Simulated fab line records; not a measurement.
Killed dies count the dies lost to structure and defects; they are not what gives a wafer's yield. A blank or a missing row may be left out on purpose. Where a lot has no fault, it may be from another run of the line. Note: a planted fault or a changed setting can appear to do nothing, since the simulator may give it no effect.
fab line records -- flow n5_finfet
[record] lots = 4, wafers = 12, last_day = 17
route steps=1938 shown MOL_CONTACT_COAG@550 BEOL_M4@1111 PASSIVATION@1936
lots that met no fault: taken from a fault-free run of the same line
start_h: hours from the record's opening day to when the first of the lot's shown wafers began -- wait_h: time in hours since the lot's previous step -- " as in the row above -- L1.1+2: a single row standing in for several wafers -- - either no value or no given start -- * or withheld: withheld -- < > ~ a bound
route shown NAME@n: a module of which the file shows steps, and the number in the route of the first -- usual: mean and standard deviation over wafers with no fault -- same: alike in all rows -- chamber/n: place in a boat -- sites: each site's reading -- _std_site: their standard deviation -- _edge_site: mean of outer sites minus mean of inner sites -- radius_mm: for every site, how far away it sits from the centre of the wafer -- mask NAME#n: copy n -- behind: tool/chamber where the wafer was last shaped -- hold: what put the lot on hold/how long, in hours/how the hold closed -- device: transistor that didn't switch, given as n, p or np -- end of line: at the end of the route, the tests of the same wafers -- a step given without rows: its recipe and nothing more -- killed: at the first sort, the dies lost to defects and structure; wafer yield is something else -- map: dies across one wafer; x = killed, . = not, _ = none there
set.NAME: the setting that was run; set.NAME@STEP: the one run at that earlier step -- model.NAME: the simulator's own value behind a step, which no gauge read
certain route steps with their lots: each step a table, each wafer a row
services: when a tool's chamber went out of use (start_h, in hours from the record's first day, below 0 if earlier), for how many hours, and the reason
[[steps]]
[step N5_MOL_CONTACT_COAG_PRE_CLEAN_142]
[recipe] gas = H2/He, time_s = 60, temp_c = 300
[step N5_MOL_CONTACT_COAG_SPUTTER_130]
[recipe] material = Co, target_thk_a = 475, temp_c = 25, chamber_pressure_pa = 0.5, power_w = 3000
[step N5_MOL_CONTACT_COAG_PRECLEAN_125]
[recipe] chemistry = DIW, time_s = 57.5, temp_c = 23
[step N5_MOL_CONTACT_COAG_SRD_126]
[recipe] dry_time_s = 32, dry = n2_spin, spin_rpm = 1500
[step N5_MOL_CONTACT_COAG_CMP_23]
[recipe] stop_on = SiO2, t_overpolish_s = 1.5, post_cmp_clean = cu_alkaline, down_force_psi = 2, platen_rpm = 50.289, pad_velocity_m_s = 1.0006, target_thk_nm = 0
[step N5_MOL_CONTACT_COAG_WET_ETCH_26]
[recipe] target = Co, target_depth_nm = 13
[step N5_MOL_CONTACT_COAG_WET_ETCH_116]
[recipe] chemistry = SC1-inhibited, target_depth_nm = 4.6, dry = ipa_marangoni, rinse_time_s = 30, rinse_temp_c = 23
[step N5_MOL_CONTACT_COAG_ALD_27]
[recipe] material = SiOC, target_thk_a = 170, temp_c = 400, ald_precursor_family = carbosiloxane, ald_co_reactant = H2-plasma, pulse_time_s = 1.5, time_s = 2720, purge_time_s = 2, co_reactant_purge_time_s = 2, ald_cycles = 340, pressure_torr = 2
[step N5_MOL_CONTACT_COAG_CMP_28]
[recipe] stop_on = SiNx, t_overpolish_s = 0.85, post_cmp_clean = alkaline_brush, down_force_psi = 4.15, platen_rpm = 51.8, pad_velocity_m_s = 1.0307, target_thk_nm = 14.522
[step N5_MOL_CONTACT_COAG_ALD_123]
[recipe] material = SiNx, target_thk_a = 50, temp_c = 400, ald_precursor_family = SiH2I2, ald_co_reactant = N2/H2-plasma, pulse_time_s = 1, purge_time_s = 2, co_reactant_purge_time_s = 2, ald_cycles = 100, pressure_torr = 2
[usual] ald_cycles = 100/0, heater_power_w = 852/88, precursor_pulse_height_rel = 1.003/0.019
lot.wafer,tool,chamber,start_h,wait_h,ald_cycles,heater_power_w,precursor_pulse_height_rel,model.SiNx_of_MOL_CONTACT_COAG_ALD_123.thk_nm
L453.1,ald_sin-02,0,122.17,0.0,100,873,0.993,5
L453.3,ald_sin-02,1,122.17,0.0,132,777,0.991,6.6
L453.6,ald_sin-02,3,122.17,0.0,132,794,0.985,6.6
L455.2,ald_sin-02,0,136.52,0.0,100,924,1.001,5
L455.3,ald_sin-02,1,136.52,0.0,132,781,0.984,6.6
L455.5,ald_sin-02,3,136.52,0.0,100,750,0.997,5
L470.1,ald_sin-03,3,220.39,0.2,100,885,0.986,5
L470.3,ald_sin-03,2,220.39,0.2,100,888,1.032,5
L470.6,ald_sin-03,3,220.39,0.2,100,880,0.982,5
L471.3,ald_sin-02,1,227.06,0.0,100,807,1.014,5
L471.5,ald_sin-02,2,227.06,0.0,100,720,0.962,5
L471.6,ald_sin-02,3,227.06,0.0,100,800,1.012,5
[step N5_MOL_CONTACT_COAG_PECVD_31]
[recipe] material = SiO2, target_thk_a = 460, temp_c = 400, precursor = TEOS/O2, pressure_torr = 6.5, rf_w = withheld, teos_flow_sccm = withheld, gas = O2, flow_sccm = 2650, time_s = 8.9
[step N5_MOL_CONTACT_COAG_COAT_75]
[recipe] resist = SOC, temp_c = 250, time_s = 60, spin_rpm = 1500, resist_thk_nm = 60
[step N5_MOL_CONTACT_COAG_COAT_76]
[recipe] resist = SiARC, temp_c = 220, time_s = 60, spin_rpm = 1500, resist_thk_nm = 10
[step N5_MOL_CONTACT_COAG_COAT_77]
[recipe] resist = underlayer, temp_c = 205, time_s = 60, spin_rpm = 1500, resist_thk_nm = 10
[step N5_MOL_CONTACT_COAG_COAT_78]
[recipe] resist = CAR-EUV, spin_rpm = 1500, resist_thk_nm = 40
[step N5_MOL_CONTACT_COAG_EBR_80]
[recipe] solvent = PGMEA, ebr_width_mm = 1.5
[step N5_MOL_CONTACT_COAG_SOFTBAKE_79]
[recipe] temp_c = 110, time_s = 60, resist = CAR-EUV
[step N5_MOL_CONTACT_COAG_EXPOSE_81]
[recipe] mask_id = VG, na = 0.33, source_shape = annular, sigma_inner = 0.3, sigma_outer = 0.7, polarization = unpolarized, defocus_nm = 0, dose_mj = 59.5
[step N5_MOL_CONTACT_COAG_PEB_82]
[recipe] peb_temp_c = 100, peb_time_s = 60, resist = CAR-EUV
[step N5_MOL_CONTACT_COAG_DEVELOP_83]
[recipe] develop_time_s = 30, developer = TMAH, resist = CAR-EUV, rinse_liquid = surfactant_rinse, dry = air_spin, dev_temp_c = 23
[step N5_MOL_CONTACT_COAG_DESCUM_88]
[recipe] chemistry = O2, time_s = 7, source_power_w = 50, bias_power_w = 20, pressure_mtorr = 20, rf_frequency_hz = 2.712e+07, temp_c = 40, resist = CAR-EUV, o2_flow_sccm = 225
[step N5_MOL_CONTACT_COAG_ETCH_89]
[recipe] chemistry = N2/H2, target = underlayer, target_depth_a = 130, mask_material = CAR-EUV, time_s = 10.4, ion_energy_ev = 200, pressure_mtorr = 30, source_w = 840, bias_w = 150, n2_flow_sccm = 200, h2_flow_sccm = 200, ends = cleared
[step N5_MOL_CONTACT_COAG_ETCH_90]
[recipe] chemistry = CF4, target = SiARC, target_depth_a = 130, mask_material = CAR-EUV, time_s = 21.7, ion_energy_ev = 80, pressure_mtorr = 40, source_w = 545, bias_w = 36, Ar_flow_sccm = 100, cf4_flow_sccm = 100, ends = cleared
[step N5_MOL_CONTACT_COAG_ALD_131]
[recipe] material = SiO2, target_thk_a = 50, temp_c = 100, ald_precursor_family = BDEAS, ald_co_reactant = O2-plasma, pulse_time_s = 1, co_reactant_pulse_time_s = 1, purge_time_s = 2, co_reactant_purge_time_s = 2, ald_cycles = 35, pressure_torr = 2
[step N5_MOL_CONTACT_COAG_ETCHBACK_132]
[recipe] chemistry = CHF3, target = SiO2, target_depth_a = 100, time_s = 6.7, ion_energy_ev = 200, pressure_mtorr = 30, source_w = 610, bias_w = 170, Ar_flow_sccm = 200, CHF3_flow_sccm = 50
[step N5_MOL_CONTACT_COAG_ETCH_91]
[recipe] chemistry = N2/H2, target = SOC, target_depth_a = 600, overetch_a = 210, mask_material = SiARC, temp_c = 40, time_s = 101.2, ion_energy_ev = 200, pressure_mtorr = 30, source_w = 840, bias_w = 150, n2_flow_sccm = 200, h2_flow_sccm = 200
[step N5_MOL_CONTACT_COAG_STRIP_92]
[recipe] chemistry = N2/H2, temp_c = 40, n2_flow_sccm = 200, h2_flow_sccm = 200, rf_frequency_hz = 6e+07
[step N5_MOL_CONTACT_COAG_STRIP_93]
[recipe] chemistry = N2/H2, temp_c = 40, n2_flow_sccm = 200, h2_flow_sccm = 200, rf_frequency_hz = 6e+07
[step N5_MOL_CONTACT_COAG_ETCHBACK_135]
[recipe] chemistry = CHF3, target = SiO2, target_depth_a = 250, time_s = 16.7, ion_energy_ev = 200, pressure_mtorr = 30, source_w = 610, bias_w = 170, Ar_flow_sccm = 200, CHF3_flow_sccm = 50
[step N5_MOL_CONTACT_COAG_STRIP_118]
[recipe] chemistry = CHF3, resist = SiARC, rf_frequency_hz = 6e+07
[step N5_MOL_CONTACT_COAG_VIA_ETCH_46]
[recipe] chemistry = C4F6/O2, target_depth_a = 460, overetch_a = 92, mask_material = SOC, target = SiO2, bias_w = 455, pressure_mtorr = 10, time_s = 40, source_w = 325, Ar_flow_sccm = 300, C4F6_flow_sccm = 10, O2_flow_sccm = 10, ion_energy_ev = 575.3, ends = end_point
[step N5_MOL_CONTACT_COAG_STRIP_96]
[recipe] chemistry = N2/H2, power_w = 500, temp_c = 40, pressure_mtorr = 50, rf_frequency_hz = 6e+07, overash_fraction = 0.3, bias_power_w = 28, h2_frac = 0.5, n2_flow_sccm = 300, h2_flow_sccm = 300
[step N5_MOL_CONTACT_COAG_ETCH_47]
[recipe] chemistry = CH3F/O2, target = SiNx, target_depth_a = 270, mask_material = SiO2, stop_on = W, over_etch_frac = 0.2, ion_energy_ev = 120, endpoint = OES-CN, pressure_mtorr = 30, source_w = 395, bias_w = 73, Ar_flow_sccm = 150, CH3F_flow_sccm = 30, O2_flow_sccm = 20, ends = end_point
[step N5_MOL_CONTACT_COAG_STRIP_119]
[recipe] chemistry = N2/H2, time_s = 30, power_w = 1000, temp_c = 250, pressure_mtorr = withheld, n2_flow_sccm = 1750, h2_flow_sccm = 3250
[step N5_MOL_CONTACT_COAG_PRECLEAN_144]
[recipe] chemistry = alkaline_clean, temp_c = 60, time_s = 60, do_ppb = 50
[step N5_MOL_CONTACT_COAG_SRD_145]
[recipe] dry = ipa_marangoni, time_s = 30, temp_c = 23, rinse_liquid = diw
[step N5_MOL_CONTACT_COAG_ETCH_124]
[recipe] chemistry = CH3F/O2, target = SiNx, target_depth_a = 65, mask_material = SOC, stop_on = SiOC, over_etch_frac = 0.3, ion_energy_ev = 120, pressure_mtorr = 30, source_w = 395, bias_w = 73, Ar_flow_sccm = 150, CH3F_flow_sccm = 30, O2_flow_sccm = 20, ends = end_point
[usual] CH3F_flow_sccm = 30.00/0.098, drypump_motor_current_A = 5.5/0.37, oes_product_au = 0.66/0.07, rf_vpp_V = 297/4, showerhead_plenum_p_Torr = 2.00/0.079, throttle_valve_pct = 16.30/0.21
lot.wafer,tool,chamber,start_h,wait_h,CH3F_flow_sccm,drypump_motor_current_A,oes_product_au,rf_hours_counter_h,rf_vpp_V,showerhead_plenum_p_Torr,throttle_valve_pct,model.etch.depth_nm
L453.1,rie_diel-05,2,125.88,0.0,30.18,5.9,0.63,177,299,2.07,16.24,5.007
L453.3,rie_diel-05,0,125.88,0.0,30.22,4.9,0.82,62,296,2.01,15.86,6.394
L453.6,rie_diel-05,1,125.88,0.0,30.08,5.5,0.74,-,301,1.92,16.47,6.325
L455.2,rie_diel-05,1,139.71,0.0,30.15,5.6,0.64,176,302,1.92,16.46,5.033
L455.3,rie_diel-05,2,139.71,0.0,30.01,5.9,0.72,183,300,2.07,16.25,6.417
L455.5,rie_diel-05,2,139.71,0.0,30.15,5.9,0.62,-,302,2.07,16.26,5.006
L470.1,rie_diel-05,2,226.38,0.0,29.90,5.9,0.60,217,300,2.06,16.28,5.006
L470.3,rie_diel-05,3,226.38,0.0,29.98,5.7,0.74,36,298,2.12,16.17,5.011
L470.6,rie_diel-05,1,226.38,0.0,29.93,5.5,0.62,-,300,1.91,16.52,4.989
L471.3,rie_diel-02,2,232.44,0.0,29.76,5.9,0.60,218,290,2.06,16.56,5.011
L471.5,rie_diel-02,3,232.44,0.0,29.97,5.4,0.74,-,297,2.03,16.21,5.042
L471.6,rie_diel-02,0,232.44,0.0,29.98,5.7,0.60,-,300,1.91,16.45,5.006
[step N5_BEOL_M4_RC_MEAS_101]
[usual] DIBL_N = 36.9/1.7, DIBL_P = 36.7/2.1, IOFF_N = 0.17/0.032, IOFF_P = 0.22/0.036, ION_N = 674/12, ION_P = 461/7, SS_N = 71.7/0.6, SS_P = 73.4/0.67, VT_N = 249/3.1, VT_P = -250/3.2
lot.wafer,tool,chamber,start_h,wait_h,DIBL_N[mV/V],DIBL_P[mV/V],IOFF_N[nA/um],IOFF_P[nA/um],ION_N[uA/um],ION_P[uA/um],SS_N[mV/dec],SS_P[mV/dec],VT_N[mV],VT_P[mV]
L453.1,prober-02,0,195.39,0.0,36.9,38.1,0.15,0.21,663,454,71.5,74.1,252,-251
L453.3,prober-02,0,195.39,0.0,37.6,36.7,0.16,0.18,673,453,72.1,73.2,253,-253
L453.6,prober-02,0,195.39,0.0,38.9,38.3,0.18,0.20,675,454,72.5,73.5,249,-252
L455.2,prober-01,0,197.12,0.2,39.2,40.7,0.25,0.24,700,465,73.1,74.6,244,-252
L455.3,prober-01,0,197.12,0.2,36.3,36.8,0.16,0.19,663,442,71.9,73.2,252,-255
L455.5,prober-01,0,197.12,0.2,40.2,41.3,0.27,0.26,700,462,72.8,74.4,243,-250
L470.1,prober-02,0,293.04,0.0,33.9,32.4,0.11,0.16,653,450,71.3,72.7,255,-253
L470.3,prober-02,0,293.04,0.0,34.6,33.8,0.13,0.19,654,453,72.4,73.2,253,-251
L470.6,prober-02,0,293.04,0.0,34.1,33.3,0.13,0.17,659,451,70.8,72.8,255,-250
L471.3,prober-02,0,295.51,0.3,40.0,40.8,0.26,0.32,698,473,73.2,75.6,244,-245
L471.5,prober-02,0,295.51,0.3,38.0,38.5,0.20,0.27,691,468,72.0,73.5,250,-246
L471.6,prober-02,0,295.51,0.3,37.7,38.6,0.20,0.28,682,466,71.4,74.5,247,-246
[step N5_PASSIVATION_PROBE_49]
[usual] defect_limited_yield = 91.7/1.5, killed_at_M0_to_M3 = 32/9.6, killed_at_M4_up = 13/5.3, killed_at_contacts = 12/6.8, killed_at_front_end = 36/9.8, killed_at_other = 4/3.1, killed_dies = 98/17, killed_open = 65/13, killed_short = 32/8.5, sort_bin_4_leakage = 0.00/0.007, sort_bin_5_function = 4.9/0.93, sort_bin_6_memory = 3.2/0.67, sort_bin_8_speed = 0.00/0.02, sort_n_pass = 1082/17, sort_yield_pct = 91.7/1.4
[same] gross_dies = 1180, killed_at_back_side = 0
lot.wafer,tool,chamber,start_h,wait_h,defect_limited_yield[%],killed_at_M0_to_M3,killed_at_M4_up,killed_at_contacts,killed_at_front_end,killed_at_other,killed_dies,killed_open,killed_short,sort_bin_4_leakage[%],sort_bin_5_function[%],sort_bin_6_memory[%],sort_bin_8_speed[%],sort_n_pass,sort_yield_pct[%]
L453.1,prober-01,-,293.15,0.0,91.8,33,17,9,36,2,97,60,35,0,4.9,3.1,0,1083,91.8
L453.3,prober-01,-,293.25,0.1,91.3,33,19,6,44,1,103,75,24,0,5.4,2.9,0,1077,91.3
L453.6,prober-01,-,293.40,0.3,93.5,24,15,11,25,2,77,57,18,0,4.2,2.0,0,1103,93.5
L470.1,prober-01,-,398.41,0.0,91.0,29,14,10,50,3,106,77,27,0,5.6,3.0,0,1074,91.0
L470.3,prober-01,-,398.51,0.1,93.7,23,16,8,25,2,74,52,22,0,3.6,2.4,0,1106,93.7
L470.6,prober-01,-,398.66,0.3,93.8,17,13,5,24,14,73,41,31,0,3.6,2.4,0,1107,93.8
// killed by level:class
L453.1 BEOL_M2:geometric_particle:open=10 FIN_SAQP:geometric_particle:open=8 BEOL_M3:geometric_particle:open=7 FIN_SAQP:geometric_particle:short=6 BEOL_M4:geometric_particle:open=6 MOL_CONTACT_COAG:geometric_particle:open=6 GATE_CUT:geometric_particle:short=5 GATE_CUT:geometric_particle:open=5
L453.3 FIN_SAQP:geometric_particle:open=11 BEOL_M4:geometric_particle:open=10 BEOL_M3:geometric_particle:open=9 GATE_CUT:geometric_particle:open=8 BEOL_M2:geometric_particle:open=7 FIN_SAQP:geometric_particle:short=6 DUMMY_GATE:geometric_particle:open=4 MOL_CONTACT_COAG:geometric_particle:open=4
L453.6 MOL_CONTACT_COAG:geometric_particle:open=8 FIN_SAQP:geometric_particle:open=6 BEOL_M2:geometric_particle:open=6 BEOL_M3:geometric_particle:open=5 BEOL_M4:geometric_particle:open=5 STI_FIN_REVEAL:geometric_particle:open=4 GATE_CUT:geometric_particle:short=4 BEOL_M1:geometric_particle:open=4
L470.1 STI_FIN_REVEAL:geometric_particle:open=10 MOL_CONTACT_COAG:geometric_particle:open=10 BEOL_M3:geometric_particle:open=9 FIN_SAQP:geometric_particle:open=8 FIN_SAQP:geometric_particle:short=7 DUMMY_GATE:geometric_particle:open=7 BEOL_M0_SAQP:geometric_particle:open=7 BEOL_M0_SAQP:geometric_particle:short=6
L470.3 BEOL_M4:geometric_particle:open=8 MOL_CONTACT_COAG:geometric_particle:open=6 BEOL_M1:geometric_particle:open=6 BEOL_M3:geometric_particle:open=6 BEOL_M0_SAQP:geometric_particle:open=5 FIN_SAQP:geometric_particle:open=4 FIN_SAQP:geometric_particle:short=3 GATE_CUT:geometric_particle:short=3
L470.6 PASS1_CAP:geometric_particle:short=8 BEOL_M3:geometric_particle:open=6 FIN_SAQP:geometric_particle:open=4 BEOL_M0_SAQP:geometric_particle:open=4 MOL_CONTACT_COAG:geometric_particle:open=4 PAD_METAL:geometric_particle:short=4 STARTING-WAFER:geometric_particle:open=4 FIN_SAQP:geometric_particle:short=3
[[services]]
tool,chamber,start_h,hours,kind
ald_sin-03,-,99.72,6.0,pm
ald_sin-02,0,100.82,-,clean
ald_sin-02,1,100.82,-,clean
ald_sin-02,2,100.82,-,clean
ald_sin-02,3,100.82,-,clean
rie_diel-02,-,110.97,2.8,pm
rie_diel-05,0,113.45,3.9,repair
rie_diel-05,-,116.55,0.5,repair
rie_diel-05,3,117.37,-,clean
rie_diel-05,3,117.37,-,consumable_replace:focus_ring
rie_diel-05,3,117.37,-,consumable_replace:showerhead
rie_diel-05,3,117.37,14.9,scheduled_down
rie_diel-05,3,117.37,14.9,vent_cycle
rie_diel-02,1,169.13,2.1,repair
rie_diel-05,0,213.96,11.5,repair
rie_diel-05,-,227.23,15.6,pm
[[key]]
[first_sign] step = N5_MOL_CONTACT_COAG_ALD_123, reading = ald_cycles, direction = up, sigmas = 99+, usual = *, struck = *
effect none on later readings
[model_effect] step = N5_MOL_CONTACT_COAG_ALD_123, value = SiNx_of_MOL_CONTACT_COAG_ALD_123.thk_nm, without = 5, struck = 6.6
[model_effect] step = N5_MOL_CONTACT_COAG_ETCH_124, value = etch.depth_nm, without = 5.017, struck = 6.378
met_at N5_MOL_CONTACT_COAG_ALD_123
struck_wafers L453.3,L453.6,L455.3
[fault] kind = process_parameter_drift, tool = ald_sin-02, chamber = -, onset_h = 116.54, steps = N5_MOL_CONTACT_COAG_ALD_123, channel = ald_cycles, offset = *, shape = step, end_h = 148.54, scope = struck_wafers_only, acts_in = *, stated = *
